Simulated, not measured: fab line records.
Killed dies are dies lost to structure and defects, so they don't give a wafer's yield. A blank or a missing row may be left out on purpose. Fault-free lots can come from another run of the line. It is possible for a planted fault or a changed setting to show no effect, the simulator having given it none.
Chamber matching -- flow nand_harc -- NHARC_A_CHANNEL_FILL_D2_ALD_25 on ald_hk-03 has 4 sister chambers
The step deposits SiOx, target thk 60 nm, pulse time 10 s, ald cycles 600. 20 wafers are shown with their chamber, then 10 later ones without.

== WAFERS WITH THEIR CHAMBER ==
wafer,chamber,heater_power_outer_w (W),heater_power_w (W),precursor_pulse_height_rel
L076.2,2,272,474,0.977
L076.5,3,236,411,0.970
L076.6,0,238,451,0.997
L079.1,2,269,479,1.028
L079.2,1,298,554,1.004
L079.3,3,229,417,0.981
L084.1,3,238,409,0.973
L084.3,2,276,467,1.008
L084.6,2,272,463,0.988
L085.1,3,231,414,0.974
L085.2,1,293,536,1.010
L085.4,2,264,479,0.961
L089.1,0,239,433,0.959
L089.3,2,273,475,1.079
L089.6,3,236,409,1.010
L090.2,2,273,467,1.020
L090.3,0,236,432,1.018
L090.6,2,274,468,0.999
L092.4,1,295,529,1.021
L092.5,1,293,544,1.012

SIGNATURES (means of the wafers above)
reading,chamber 0,chamber 1,chamber 2,chamber 3,scatter within a chamber
heater_power_outer_w,237.67,294.75,271.62,234.00,3.29
heater_power_w,438.67,540.75,471.50,412.00,7.41
precursor_pulse_height_rel,0.99133,1.01175,1.00750,0.98160,0.0277
Rule: a wafer's distance from a chamber is the root of the sum, over the readings, of the square of ((its reading less the chamber's mean) divided by the reading's scatter). The wafer belongs to the nearest chamber; if the next one is less than 2 further off, it can't be placed. The scatter: the root of (the sum of the squares of (reading less its chamber's mean) over the shown wafers, divided by (wafers less chambers)).

== WAFERS WITHOUT THEIR CHAMBER ==
wafer,heater_power_outer_w (W),heater_power_w (W),precursor_pulse_height_rel
L092.6,237,429,1.004
L093.2,239,431,1.005
L093.3,298,523,0.972
L093.6,272,476,0.983
L094.4,232,422,0.992
L094.1,238,411,1.020
L094.3,272,473,1.006
L095.3,288,525,0.988
L095.5,242,418,1.024
L095.6,279,476,1.028

== EACH ONE'S CHAMBER ==
wafer,from the rows above,in truth
L092.6,can't be placed: 0 or 3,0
L093.2,can't be placed: 0 or 3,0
L093.3,1,1
L093.6,2,2
L094.4,can't be placed: 3 or 0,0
L094.1,3,3
L094.3,2,2
L095.3,1,1
L095.5,can't be placed: 3 or 0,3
L095.6,2,2
Correct placement for 6 of the 10. Not placeable from these rows: 4 (in 4, the candidates include the true chamber). 0 placed wrongly.
